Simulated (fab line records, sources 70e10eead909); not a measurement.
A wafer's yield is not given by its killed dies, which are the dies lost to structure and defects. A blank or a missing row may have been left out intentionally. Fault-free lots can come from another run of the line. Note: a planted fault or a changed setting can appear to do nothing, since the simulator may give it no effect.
fab line records    flow nandHarc
record: lots: 14  wafers: 42  lastDay: 24
route steps=1159 shown P_GATE@211 THIN_TSV@1120 END@1159
lots with no fault: from the same line, run without faults
startH: hours from the record's first day to the start of the lot's first wafer shown    waitH: hours since the lot's step before    " same as the row above    L1.1+2: several wafers, shown together as one row    - either no value or no given start    * or withheld: withheld    < > ~ a bound
route shown NAME@n: names a module that has steps shown in the file, with the first one's number in the route    usual: mean/standard deviation taken from wafers without a fault    same: alike in all rows    chamber/n: place in a boat    sites: readings site by site    _std_site: standard deviation of those values    _edge_site: the outer-site mean with the inner-site mean subtracted    radiusMm: how far each site lies from the wafer's centre    mask NAME#n: copy n    behind: tool/chamber where the wafer was last shaped    hold: what put the lot on hold/how long, in hours/how the hold closed    device: the n, p or np transistor that did not switch    end of line: tests run on the same wafers once the route is complete    for a step that has no rows: nothing shown but its recipe    killed: not the wafer's yield, but the dies lost to structure and defects at the first sort    map: dies across one wafer; x = killed, . = not, _ = none there
set.NAME: the setting the step ran with; set.NAME@STEP: the setting that earlier step ran with    model.NAME: the simulator's own value behind a step, which no gauge read
a sample of lots followed through the steps of the route, with each step as a table and each wafer as a row
services: the hour from which a tool's chamber was out of use, counted from the record's first day as startH (under 0 if before that day), plus the number of hours and why
== steps ==
step: NHARC_P_GATE_SPUTTER_78
recipe: targetThkA: 100  material: Ni
lot.wafer   tool           chamber  startH  waitH
L633.4+3+6  pvdSputter-01  -        107.28  -
L640.1+2+5  pvdSputter-03  -        145.49  -
L643.4+3+6  pvdSputter-03  -        160.42  -
L646.1+3+5  pvdSputter-02  -        184.97  -
L645.2+4+1  pvdSputter-02  -        186.19  -
L644.1+2+5  pvdSputter-03  -        191.46  -
L647.4+3+6  pvdSputter-01  -        195.98  -
L649.1+2+6  pvdSputter-01  -        201.24  -
L648.4+5+6  pvdSputter-02  -        201.78  -
L650.2+3+6  pvdSputter-01  -        210.97  -
L652.2+6+5  pvdSputter-01  -        218.63  -
L651.3+2+6  pvdSputter-03  -        223.76  -
L655.1+4+3  pvdSputter-03  -        235.38  -
L656.4+5+6  pvdSputter-03  -        247.87  -
step: NHARC_THIN_TSV_ETCH_15
recipe: targetDepthA: 30000  boschTargetOveretchCycles: 2  boschEtchStepS: 2.8  boschDepStepS: 1.2  boschCycles: 14
usual: drypumpMotorCurrentA: 5.6/0.42  heBacksideLeakSccm: 2.58/0.21
same: boschDepStepS: 1.2  boschEtchStepS: 2.8
lot.wafer  tool      chamber  startH  waitH  drypumpMotorCurrentA  heBacksideLeakSccm  rfHoursCounterH
L633.4     rieSi-01  0        434.77  -      4.9                   3.01                1.2
L633.3     "         1        "       "      6.7                   2.85                1.0
L633.6     "         2        "       "      5.7                   2.39                -
L640.2     rieSi-01  1        472.57  -      6.6                   2.70                1.3
L640.1     "         3        "       "      6.1                   2.62                1.7
L640.5     "         1        "       "      6.6                   2.73                -
L646.1     rieSi-03  3        488.83  -      5.3                   2.78                1.2
L646.3     "         1        "       "      5.7                   2.55                1.4
L646.5     "         2        "       "      5.5                   2.92                -
L650.3     rieSi-06  3        522.36  -      5.8                   2.74                1.5
L650.2     "         0        "       "      5.5                   2.32                1.1
L650.6     "         2        "       "      5.5                   2.54                -
L647.3     rieSi-01  0        529.19  -      4.9                   2.89                0.2
L647.4     "         1        "       "      6.6                   2.51                0.2
L647.6     "         2        "       "      5.7                   2.25                -
L649.1     rieSi-03  3        534.79  -      5.3                   2.58                0.2
L649.2     "         1        "       "      5.7                   2.34                0.2
L649.6     "         3        "       "      5.3                   2.66                -
L648.4     rieSi-06  2        536.08  -      5.5                   2.53                1.7
L648.6     "         3        "       "      5.8                   2.74                -
L648.5     "         0        "       "      5.4                   2.49                -
L651.2     rieSi-01  2        541.09  -      5.7                   2.35                0.4
L651.3     "         3        "       "      6.1                   2.57                0.3
L651.6     "         0        "       "      4.9                   2.89                -
L652.2     rieSi-01  0        544.86  -      4.9                   2.86                0.3
L652.6     "         2        "       "      5.7                   2.55                -
L652.5     "         3        "       "      6.1                   3.66                -
L656.4     rieSi-06  1        563.94  0.6    5.7                   2.43                0.1
L656.5     "         0        "       "      5.4                   2.34                -
L656.6     "         1        "       "      5.7                   2.24                -
L655.4     rieSi-06  1        566.60  -      5.7                   2.48                0.2
L655.1     "         3        "       "      5.8                   2.68                0.1
L655.3     "         0        "       "      5.5                   2.39                0.2
step: NHARC_THIN_TSV_DEP_47
recipe: targetThkA: 2000  tempC: withheld  pressureTorr: 6.5  rfW: 900  teosFlowSccm: 161.4  flowSccm: 2650  targetThkNm: 200  gas: O2  material: SiO2
usual: chamberPressureTorr: 6.500/0.015  throttleValvePct: 16.2/0.44
lot.wafer  tool      chamber  startH  waitH  chamberPressureTorr  throttleValvePct
L633.3     pecvd-03  1        435.78  -      6.527                16.7
L633.6     "         1        "       "      6.497                16.9
L633.4     "         0        "       "      6.500                16.2
L640.2     pecvd-04  0        473.59  -      6.491                15.8
L640.1     "         2        "       "      6.495                16.2
L640.5     "         1        "       "      6.486                15.9
L646.1     pecvd-03  2        489.89  -      6.499                16.0
L646.3     "         0        "       "      6.511                16.4
L646.5     "         2        "       "      6.521                16.3
L650.3     pecvd-04  0        523.42  -      6.484                16.0
L650.2     "         1        "       "      6.494                15.9
L650.6     "         0        "       "      6.479                16.1
L647.3     pecvd-03  0        530.23  -      6.537                16.7
L647.4     "         2        "       "      6.492                16.6
L647.6     "         0        "       "      6.501                16.7
L649.1     pecvd-03  1        536.01  -      6.517                16.9
L649.2     "         2        "       "      6.522                16.4
L649.6     "         2        "       "      6.506                16.6
L648.4     pecvd-03  2        537.20  -      6.508                16.4
L648.6     "         0        "       "      6.505                16.7
L648.5     "         1        "       "      6.516                16.8
L651.2     pecvd-01  1        542.39  -      6.477                15.6
L651.3     "         2        "       "      6.505                15.9
L651.6     "         1        "       "      6.505                15.9
L652.2     pecvd-03  1        546.49  -      6.533                17.0
L652.5     "         2        "       "      6.505                16.4
L652.6     "         1        "       "      6.496                16.9
L656.4     pecvd-03  2        565.20  -      6.505                16.7
L656.6     "         0        "       "      6.479                16.8
L656.5     "         1        "       "      6.480                17.1
L655.1     pecvd-01  0        567.69  -      6.501                15.8
L655.3     "         1        "       "      6.511                15.7
L655.4     "         0        "       "      6.518                15.6
step: NHARC_THIN_TSV_DEGAS_49
recipe: tempC: 300  timeS: 120
usual: heaterPowerW: 491/51  susceptorTempC: 299.98/0.17
lot.wafer  tool           chamber  startH  waitH  heaterPowerW  susceptorTempC
L633.4     pvdSputter-02  -        436.71  0.1    400           299.79
L633.3     "              -        "       "      512           299.70
L633.6     "              -        "       "      548           299.97
L640.2     pvdSputter-02  -        474.77  0.1    531           299.94
L640.1     "              -        "       "      530           299.99
L640.5     "              -        "       "      393           299.64
L646.3     pvdSputter-01  -        490.77  0.1    518           299.69
L646.1     "              -        "       "      488           299.78
L646.5     "              -        "       "      450           299.83
L650.2     pvdSputter-02  -        524.30  0.1    541           299.83
L650.3     "              -        "       "      516           299.68
L650.6     "              -        "       "      544           300.21
L647.3     pvdSputter-01  -        531.14  0.1    494           299.93
L647.4     "              -        "       "      499           299.91
L647.6     "              -        "       "      466           300.05
L649.1     pvdSputter-02  -        536.96  0.2    407           299.72
L649.2     "              -        "       "      534           300.25
L649.6     "              -        "       "      397           300.22
L648.4     pvdSputter-03  -        538.29  0.1    414           299.92
L648.6     "              -        "       "      609           299.99
L648.5     "              -        "       "      400           299.88
L651.2     pvdSputter-03  -        544.52  0.1    497           300.11
L651.3     "              -        "       "      600           299.76
L651.6     "              -        "       "      600           299.91
L652.2     pvdSputter-03  -        547.49  0.2    518           -
L652.5     "              -        "       "      608           -
L652.6     "              -        "       "      412           -
L656.4     pvdSputter-01  -        566.07  0.1    514           299.99
L656.6     "              -        "       "      488           300.08
L656.5     "              -        "       "      486           299.95
L655.1     pvdSputter-01  -        568.57  0.1    501           300.08
L655.4     "              -        "       "      469           299.99
L655.3     "              -        "       "      460           299.93
step: NHARC_END_SORT_01
recipe: tempC: 25
usual: killedAtArray: 25/9.5  killedAtOther: 0.8/1.2  killedAtPeriphery: 3.4/2.2  killedDies: 29/10  killedOpen: 3.3/1.8  killedShort: 2.1/1.4
same: grossDies: 677
lot.wafer  tool       chamber  startH  waitH  hold                   killedAtArray  killedAtOther  killedAtPeriphery  killedDies  killedOpen  killedShort
L633.3     prober-02  0        451.10  3.2    -                      24             0              2                  26          5           2
L633.4     prober-02  0        451.90  3.4    -                      16             2              1                  19          5           1
L633.6     prober-02  0        453.51  4.0    -                      27             0              2                  29          6           1
L640.1     prober-02  0        485.88  2.5    -                      35             1              6                  42          5           4
L640.2     prober-02  0        486.67  2.8    -                      35             0              5                  40          7           0
L640.5     prober-02  0        489.06  3.7    -                      28             1              1                  30          1           0
L643.3     prober-02  0        504.82  3.1    awaitDispo/3.2h/scrap  28             1              617                646         2           0
L643.4     prober-02  0        505.61  3.4    awaitDispo/3.2h/scrap  38             0              617                655         3           2
L643.6     prober-02  0        507.20  4.0    awaitDispo/3.2h/scrap  42             0              601                643         4           3
L645.1     prober-01  0        510.82  2.5    awaitDispo/4.6h/scrap  20             0              622                642         0           4
L645.2     prober-01  0        511.62  2.8    awaitDispo/4.6h/scrap  29             0              610                639         1           5
L645.4     prober-01  0        513.22  3.4    awaitDispo/4.6h/scrap  31             0              616                647         6           0
L646.1     prober-02  0        510.97  2.5    -                      29             0              5                  34          6           3
L646.3     prober-02  0        512.59  3.1    -                      26             0              6                  32          4           1
L646.5     prober-02  0        514.21  3.7    -                      15             0              4                  19          3           3
L644.1     prober-02  0        535.34  2.5    awaitDispo/2.4h/scrap  19             2              638                659         7           3
L644.2     prober-02  0        536.14  2.8    awaitDispo/2.4h/scrap  23             5              617                645         1           3
L644.5     prober-02  0        538.57  3.7    awaitDispo/2.4h/scrap  19             1              626                646         2           2
L650.2     prober-01  0        536.12  2.8    -                      27             0              4                  31          3           1
L650.3     prober-01  0        536.91  3.1    -                      33             3              6                  42          5           4
L650.6     prober-01  0        539.29  4.0    -                      40             4              2                  46          4           1
L647.3     prober-01  0        547.23  3.1    -                      34             1              1                  36          2           4
L647.4     prober-01  0        548.04  3.4    -                      30             4              0                  34          1           1
L647.6     prober-01  0        549.65  4.0    -                      25             4              3                  32          2           3
L649.1     prober-02  0        549.27  2.5    -                      50             2              4                  56          5           0
L649.2     prober-02  0        550.06  2.8    -                      35             0              6                  41          3           2
L649.6     prober-02  0        553.22  3.9    -                      43             1              6                  50          7           1
L648.4     prober-01  0        555.87  3.4    -                      13             0              5                  18          8           1
L648.5     prober-01  0        556.66  3.7    -                      27             0              7                  34          6           3
L648.6     prober-01  0        557.45  4.0    -                      15             0              4                  19          5           3
L651.2     prober-02  0        559.03  2.8    -                      32             0              2                  34          2           5
L651.3     prober-02  0        559.84  3.1    -                      30             0              0                  30          3           1
L651.6     prober-02  0        562.26  4.0    -                      37             1              0                  38          6           1
L652.2     prober-01  0        562.03  2.8    -                      30             0              6                  36          2           2
L652.5     prober-01  0        564.39  3.6    -                      31             0              3                  34          3           3
L652.6     prober-01  0        565.18  3.9    -                      25             2              6                  33          5           2
L656.4     prober-02  0        578.09  3.4    -                      20             0              5                  25          8           4
L656.5     prober-02  0        578.90  3.7    -                      15             1              3                  19          3           2
L656.6     prober-02  0        579.70  4.0    -                      20             1              4                  25          4           0
L655.1     prober-02  0        583.51  2.5    -                      31             1              2                  34          3           2
L655.3     prober-02  0        585.10  3.1    -                      22             0              3                  25          5           2
L655.4     prober-02  0        585.89  3.4    -                      29             2              2                  33          4           4
killed by level:class
L633.3 A_SLIT:chamberFilmFlake=10 A_STAIRCASE:chamberFilmFlake=3 A_CONTACT:chamberFilmFlake=3 P_CONTACT:geometricParticle:open=2 A_CONTACT:geometricParticle:open=2 A_SOURCE_PLATE:geometricParticle:short=1 A_BLC:geometricParticle:short=1 A_M1:geometricParticle:open=1
L633.4 A_SLIT:chamberFilmFlake=3 A_STAIRCASE:chamberFilmFlake=3 A_CHANNEL_HOLE_D1:chamberFilmFlake=2 A_CHANNEL_FILL_D1:chamberFilmFlake=2 P_CONTACT:geometricParticle:open=1 A_SOURCE_PLATE:geometricParticle:short=1 A_SGD_CUT:geometricParticle:open=1 A_WL_FILL:geometricParticle:open=1
L633.6 A_SLIT:chamberFilmFlake=12 A_STAIRCASE:chamberFilmFlake=6 A_CHANNEL_HOLE_D1:chamberFilmFlake=2 P_M2:geometricParticle:open=1 A_SGD_CUT:geometricParticle:open=1 A_SLIT:geometricParticle:open=1 A_WL_FILL:geometricParticle:short=1 A_CONTACT:geometricParticle:open=1
L640.1 A_CHANNEL_HOLE_D1:chamberFilmFlake=18 A_SLIT:chamberFilmFlake=12 P_GATE:geometricParticle:open=2 A_WL_FILL:geometricParticle:short=2 P_CONTACT:geometricParticle:open=1 P_M0:geometricParticle:short=1 P_M2:geometricParticle:open=1 A_ONON_D1:geometricParticle:open=1
L640.2 A_CHANNEL_HOLE_D1:chamberFilmFlake=12 A_CONTACT:chamberFilmFlake=8 A_SLIT:chamberFilmFlake=5 A_SGD_CUT:chamberFilmFlake=3 A_CHANNEL_FILL_D1:geometricParticle:open=2 A_M0:geometricParticle:open=2 A_STAIRCASE:chamberFilmFlake=2 P_M1:geometricParticle:open=1
L640.5 A_CHANNEL_HOLE_D1:chamberFilmFlake=17 A_SLIT:chamberFilmFlake=4 A_CONTACT:chamberFilmFlake=3 A_WL_FILL:geometricParticle:open=1 P_BONDPAD:chamberFilmFlake=1 A_ZERO_WELL:chamberFilmFlake=1 A_CHANNEL_FILL_D1:chamberFilmFlake=1 A_SGD_CUT:chamberFilmFlake=1
L643.3 P_GATE:areaSputter=616 A_CHANNEL_HOLE_D1:chamberFilmFlake=17 A_SLIT:chamberFilmFlake=7 A_STAIRCASE:chamberFilmFlake=2 A_ONON_D1:geometricParticle:open=1 STARTING-WAFER:geometricParticle:open=1 P_ZERO_WELL:chamberFilmFlake=1 A_CONTACT:chamberFilmFlake=1
L643.4 P_GATE:areaSputter=614 A_SLIT:chamberFilmFlake=20 A_CHANNEL_HOLE_D1:chamberFilmFlake=11 A_ONON_D1:geometricParticle:short=2 A_CONTACT:chamberFilmFlake=2 P_CONTACT:geometricParticle:open=1 A_CONTACT:geometricParticle:open=1 A_M0:geometricParticle:open=1
L643.6 P_GATE:areaSputter=599 A_CHANNEL_HOLE_D1:chamberFilmFlake=20 A_SLIT:chamberFilmFlake=13 A_CONTACT:geometricParticle:short=2 A_WL_FILL:chamberFilmFlake=2 P_CONTACT:geometricParticle:open=1 A_CHANNEL_FILL_D1:geometricParticle:open=1 A_WL_FILL:geometricParticle:short=1
L645.1 P_GATE:areaSputter=620 A_CHANNEL_HOLE_D1:chamberFilmFlake=14 A_WL_FILL:chamberFilmFlake=2 A_ONON_D1:geometricParticle:short=1 A_SGD_CUT:geometricParticle:short=1 A_BLC:geometricParticle:short=1 A_M1:geometricParticle:short=1 P_STI:chamberFilmFlake=1
L646.1 A_SLIT:chamberFilmFlake=15 A_CHANNEL_HOLE_D1:chamberFilmFlake=3 P_CONTACT:geometricParticle:open=2 A_CHANNEL_FILL_D1:geometricParticle:open=2 P_STI:chamberFilmFlake=2 A_STAIRCASE:chamberFilmFlake=2 A_ONON_D1:geometricParticle:short=1 A_CHANNEL_FILL_D1:geometricParticle:short=1
L645.2 P_GATE:areaSputter=605 A_CHANNEL_HOLE_D1:chamberFilmFlake=18 A_STAIRCASE:chamberFilmFlake=5 P_GATE:chamberFilmFlake=2 A_WL_FILL:chamberFilmFlake=2 P_STI:geometricParticle:short=1 P_GATE:geometricParticle:short=1 P_M2:geometricParticle:short=1
L646.3 A_SLIT:chamberFilmFlake=12 A_CONTACT:chamberFilmFlake=4 P_STI:chamberFilmFlake=3 A_CHANNEL_HOLE_D1:chamberFilmFlake=3 A_STAIRCASE:chamberFilmFlake=3 A_CONTACT:geometricParticle:open=2 P_CONTACT:geometricParticle:open=1 P_M0:geometricParticle:open=1
L645.4 P_GATE:areaSputter=610 A_CHANNEL_HOLE_D1:chamberFilmFlake=20 A_STAIRCASE:chamberFilmFlake=5 A_BLC:geometricParticle:open=2 A_M0:geometricParticle:open=2 P_GATE:chamberFilmFlake=2 A_CONTACT:chamberFilmFlake=2 P_CONTACT:geometricParticle:open=1
L646.5 A_SLIT:chamberFilmFlake=6 P_STI:chamberFilmFlake=3 A_CHANNEL_FILL_D1:geometricParticle:short=2 A_CHANNEL_HOLE_D1:chamberFilmFlake=2 P_GATE:geometricParticle:open=1 A_CHANNEL_FILL_D1:geometricParticle:open=1 A_WL_FILL:geometricParticle:short=1 A_WL_FILL:geometricParticle:open=1
L644.1 P_GATE:areaSputter=632 A_SLIT:chamberFilmFlake=5 A_CHANNEL_HOLE_D1:chamberFilmFlake=3 P_CONTACT:geometricParticle:open=2 A_CONTACT:geometricParticle:open=2 A_STAIRCASE:chamberFilmFlake=2 THIN_TSV:chamberFilmFlake=2 P_M0:geometricParticle:open=1
L650.2 A_SLIT:chamberFilmFlake=9 A_CHANNEL_HOLE_D1:chamberFilmFlake=7 A_CONTACT:chamberFilmFlake=4 A_CONTACT:geometricParticle:open=2 P_GATE:chamberFilmFlake=2 A_ZERO_WELL:chamberFilmFlake=2 A_CHANNEL_FILL_D1:geometricParticle:open=1 A_CONTACT:geometricParticle:short=1
L644.2 P_GATE:areaSputter=615 A_SLIT:chamberFilmFlake=13 A_CHANNEL_HOLE_D1:chamberFilmFlake=4 THIN_TSV:chamberFilmFlake=3 A_WL_FILL:geometricParticle:short=1 A_WL_FILL:geometricParticle:open=1 A_M0:geometricParticle:short=1 STARTING-WAFER:geometricParticle:short=1
L650.3 A_SLIT:chamberFilmFlake=15 A_CHANNEL_HOLE_D1:chamberFilmFlake=6 A_CONTACT:chamberFilmFlake=5 P_GATE:chamberFilmFlake=3 THIN_TSV:chamberFilmFlake=3 A_CONTACT:geometricParticle:open=2 A_M0:geometricParticle:short=2 P_GATE:geometricParticle:open=1
L644.5 P_GATE:areaSputter=614 A_SLIT:chamberFilmFlake=9 P_M1:chamberFilmFlake=4 P_GATE:chamberFilmFlake=3 A_CHANNEL_HOLE_D1:chamberFilmFlake=3 A_STAIRCASE:chamberFilmFlake=3 P_GATE:geometricParticle:short=2 P_M2:chamberFilmFlake=2
L650.6 A_SLIT:chamberFilmFlake=18 A_CHANNEL_HOLE_D1:chamberFilmFlake=10 A_CONTACT:chamberFilmFlake=3 THIN_TSV:chamberFilmFlake=3 A_CONTACT:geometricParticle:open=2 P_GATE:chamberFilmFlake=2 A_STAIRCASE:chamberFilmFlake=2 A_WL_FILL:geometricParticle:open=1
L647.3 A_CHANNEL_HOLE_D1:chamberFilmFlake=25 A_CONTACT:chamberFilmFlake=2 P_STI:geometricParticle:short=1 A_ONON_D1:geometricParticle:open=1 A_CHANNEL_FILL_D1:geometricParticle:short=1 A_CHANNEL_FILL_D1:geometricParticle:open=1 A_WL_FILL:geometricParticle:short=1 A_M0:geometricParticle:short=1
L647.4 A_CHANNEL_HOLE_D1:chamberFilmFlake=20 A_CONTACT:chamberFilmFlake=4 THIN_TSV:chamberFilmFlake=3 A_ZERO_WELL:chamberFilmFlake=2 A_STAIRCASE:chamberFilmFlake=2 A_CHANNEL_FILL_D1:geometricParticle:short=1 A_CONTACT:geometricParticle:open=1 HYBRID_BOND:chamberFilmFlake=1
L649.1 A_SLIT:chamberFilmFlake=20 A_CHANNEL_HOLE_D1:chamberFilmFlake=18 A_CONTACT:chamberFilmFlake=4 A_CHANNEL_FILL_D1:geometricParticle:open=3 A_STAIRCASE:chamberFilmFlake=3 P_M2:chamberFilmFlake=2 THIN_TSV:chamberFilmFlake=2 P_CONTACT:geometricParticle:open=1
L647.6 A_CHANNEL_HOLE_D1:chamberFilmFlake=18 THIN_TSV:chamberFilmFlake=4 A_SGD_CUT:geometricParticle:short=2 A_CONTACT:chamberFilmFlake=2 P_CONTACT:geometricParticle:open=1 P_M0:geometricParticle:short=1 A_CONTACT:geometricParticle:open=1 P_GATE:chamberFilmFlake=1
L649.2 A_CHANNEL_HOLE_D1:chamberFilmFlake=22 A_SLIT:chamberFilmFlake=4 P_GATE:chamberFilmFlake=3 A_CONTACT:chamberFilmFlake=3 A_CHANNEL_HOLE_D1:geometricParticle:short=2 P_M2:chamberFilmFlake=2 A_STAIRCASE:chamberFilmFlake=2 P_CONTACT:geometricParticle:open=1
L649.6 A_SLIT:chamberFilmFlake=16 A_CHANNEL_HOLE_D1:chamberFilmFlake=13 A_CONTACT:chamberFilmFlake=6 P_M0:geometricParticle:open=3 A_CHANNEL_FILL_D1:geometricParticle:open=3 A_ZERO_WELL:chamberFilmFlake=2 A_STAIRCASE:chamberFilmFlake=2 A_ONON_D1:geometricParticle:open=1
L648.4 A_CHANNEL_HOLE_D1:chamberFilmFlake=6 P_M0:geometricParticle:open=3 A_CONTACT:geometricParticle:open=2 P_CONTACT:geometricParticle:open=1 A_ONON_D1:geometricParticle:open=1 A_SGD_CUT:geometricParticle:open=1 A_CONTACT:geometricParticle:short=1 P_BONDPAD:chamberFilmFlake=1
L648.5 A_CHANNEL_HOLE_D1:chamberFilmFlake=11 A_STAIRCASE:chamberFilmFlake=7 A_CONTACT:geometricParticle:open=3 A_WL_FILL:chamberFilmFlake=2 A_ZERO_WELL:chamberFilmFlake=2 P_CONTACT:geometricParticle:open=1 P_CONTACT:geometricParticle:short=1 P_M0:geometricParticle:short=1
L648.6 A_CHANNEL_HOLE_D1:chamberFilmFlake=4 A_STAIRCASE:chamberFilmFlake=3 P_CONTACT:geometricParticle:open=2 P_M0:geometricParticle:open=2 A_M0:geometricParticle:short=2 A_WL_FILL:chamberFilmFlake=2 A_CONTACT:chamberFilmFlake=2 A_SGD_CUT:geometricParticle:short=1
L651.2 A_CHANNEL_HOLE_D1:chamberFilmFlake=22 P_M2:chamberFilmFlake=2 A_ONON_D1:geometricParticle:short=1 A_ONON_D1:geometricParticle:open=1 A_CHANNEL_FILL_D1:geometricParticle:short=1 A_WL_FILL:geometricParticle:short=1 A_CONTACT:geometricParticle:open=1 A_CONTACT:geometricParticle:short=1
L651.3 A_CHANNEL_HOLE_D1:chamberFilmFlake=15 A_STAIRCASE:chamberFilmFlake=4 A_CONTACT:chamberFilmFlake=4 A_M0:geometricParticle:open=2 A_SLIT:chamberFilmFlake=2 A_WL_FILL:geometricParticle:short=1 A_CONTACT:geometricParticle:open=1 A_M0:chamberFilmFlake=1
L652.2 A_CHANNEL_HOLE_D1:chamberFilmFlake=10 A_SLIT:chamberFilmFlake=8 P_GATE:chamberFilmFlake=4 A_BLC:chamberFilmFlake=4 A_STAIRCASE:chamberFilmFlake=2 P_GATE:geometricParticle:open=1 A_ONON_D1:geometricParticle:short=1 A_CONTACT:geometricParticle:open=1
L651.6 A_CHANNEL_HOLE_D1:chamberFilmFlake=24 A_M0:geometricParticle:open=3 A_STAIRCASE:chamberFilmFlake=2 A_WL_FILL:chamberFilmFlake=2 A_CONTACT:chamberFilmFlake=2 A_CHANNEL_FILL_D1:geometricParticle:short=1 A_CONTACT:geometricParticle:open=1 A_BLC:geometricParticle:open=1
L652.5 A_SLIT:chamberFilmFlake=16 A_CHANNEL_HOLE_D1:chamberFilmFlake=3 A_STAIRCASE:chamberFilmFlake=3 P_M2:geometricParticle:short=1 A_ONON_D1:geometricParticle:short=1 A_WL_FILL:geometricParticle:short=1 A_CONTACT:geometricParticle:open=1 A_M0:geometricParticle:open=1
L652.6 A_SLIT:chamberFilmFlake=7 P_GATE:chamberFilmFlake=4 A_CHANNEL_HOLE_D1:chamberFilmFlake=3 A_CHANNEL_FILL_D1:chamberFilmFlake=3 A_CONTACT:chamberFilmFlake=3 STARTING-WAFER:geometricParticle:open=2 A_ZERO_WELL:chamberFilmFlake=2 A_M0:chamberFilmFlake=2
L656.4 A_CHANNEL_HOLE_D1:chamberFilmFlake=10 A_CONTACT:geometricParticle:open=3 A_M0:geometricParticle:open=2 P_CONTACT:geometricParticle:open=1 P_M0:geometricParticle:open=1 P_M1:geometricParticle:short=1 A_CHANNEL_FILL_D1:geometricParticle:short=1 A_BLC:geometricParticle:short=1
L656.5 A_CHANNEL_HOLE_D1:chamberFilmFlake=6 P_ZERO_WELL:chamberFilmFlake=2 A_STAIRCASE:chamberFilmFlake=2 P_M1:geometricParticle:short=1 A_CHANNEL_HOLE_D1:geometricParticle:open=1 A_M0:geometricParticle:open=1 A_M0:geometricParticle:short=1 A_M1:geometricParticle:open=1
L656.6 A_CHANNEL_HOLE_D1:chamberFilmFlake=10 P_ZERO_WELL:chamberFilmFlake=3 A_ZERO_WELL:chamberFilmFlake=2 A_STAIRCASE:chamberFilmFlake=2 A_CONTACT:chamberFilmFlake=2 P_M1:geometricParticle:open=1 A_CHANNEL_FILL_D1:geometricParticle:open=1 A_CONTACT:geometricParticle:open=1
L655.1 A_SLIT:chamberFilmFlake=16 A_CHANNEL_HOLE_D1:chamberFilmFlake=5 A_CONTACT:chamberFilmFlake=4 A_WL_FILL:chamberFilmFlake=2 P_M0:geometricParticle:open=1 A_WL_FILL:geometricParticle:short=1 A_WL_FILL:geometricParticle:open=1 P_ZERO_WELL:chamberFilmFlake=1
L655.3 A_SLIT:chamberFilmFlake=14 A_CHANNEL_HOLE_D1:chamberFilmFlake=4 P_CONTACT:geometricParticle:open=2 A_WL_FILL:geometricParticle:short=2 P_M2:geometricParticle:open=1 A_SGD_CUT:geometricParticle:open=1 A_WL_FILL:geometricParticle:open=1
L655.4 A_SLIT:chamberFilmFlake=8 A_CONTACT:chamberFilmFlake=7 A_CHANNEL_HOLE_D1:chamberFilmFlake=6 A_WL_FILL:geometricParticle:short=2 A_BLC:geometricParticle:open=2 THIN_TSV:chamberFilmFlake=2 P_M0:geometricParticle:open=1 A_ONON_D1:geometricParticle:short=1
== services ==
tool           chamber  startH  hours  kind
pecvd-03       0        96.22   8.7    repair
pvdSputter-03  -        102.00  10.0   pm
pecvd-03       -        111.00  13.0   pm
pecvd-03       2        125.43  4.9    repair
pecvd-03       2        141.84  4.6    repair
pvdSputter-01  -        158.02  10.0   pm
pecvd-03       -        189.66  0.6    repair
pvdSputter-02  -        210.87  8.0    repair
pvdSputter-02  -        218.88  10.0   pm
pvdSputter-03  -        249.30  1.1    repair
pvdSputter-02  -        252.39  4.0    repair
pvdSputter-02  -        266.45  7.2    repair
pvdSputter-03  -        280.00  10.0   pm
pecvd-03       -        292.23  13.0   pm
pecvd-03       -        321.24  4.4    repair
pvdSputter-01  -        336.02  10.0   pm
pvdSputter-02  -        350.31  2.9    repair
pvdSputter-03  -        355.21  3.3    repair
pecvd-03       1        364.95  9.8    repair
pvdSputter-02  -        396.88  10.0   pm
pvdSputter-03  -        415.59  1.0    repair
pecvd-03       2        457.59  5.2    repair
pvdSputter-03  -        458.01  10.0   pm
pvdSputter-01  -        514.02  10.0   pm
== key ==
firstSign: step: NHARC_END_SORT_01  reading: killedAtPeriphery  direction: up  sigmas: 99+  usual: 3.4  struck: 618.2
effect: step: NHARC_END_SORT_01  reading: killedDies  direction: up  sigmas: 60  usual: 29  struck: 647
moreKillsBornAt: NHARC_P_GATE_SPUTTER_78@pvdSputter-03: 3690  NHARC_P_GATE_SPUTTER_78@pvdSputter-02: 1835
metAt NHARC_P_GATE_SPUTTER_78
struckLots L643,L644,L645
laterRowsLeftOut L643.3,L643.4,L643.6,L644.1,L644.2,L644.5,L645.1,L645.2,L645.4
testerLeftOut L643,L644,L645
notActingAt NHARC_THIN_TSV_ETCH_15,NHARC_THIN_TSV_DEP_47,NHARC_THIN_TSV_DEGAS_49
onsetBetween 145.49 160.42
fault: kind: skippedStepWhole  tool: pvdSputter-02,pvdSputter-03  chamber: -  onsetH: 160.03  steps: NHARC_P_GATE_SPUTTER_78  scope: struckLotsOnly
testerLeftOut: of these lots the tester's yield and bins aren't shown, on N5 and GAA mostly nor the transistor test; their killed dies are dies lost to structure and defects alone, not to doping, threshold or leakage, so they don't give the yield
laterRowsLeftOut: the simulator's readings of these wafers behind a module that went badly wrong aren't trusted and aren't shown, but for the sort
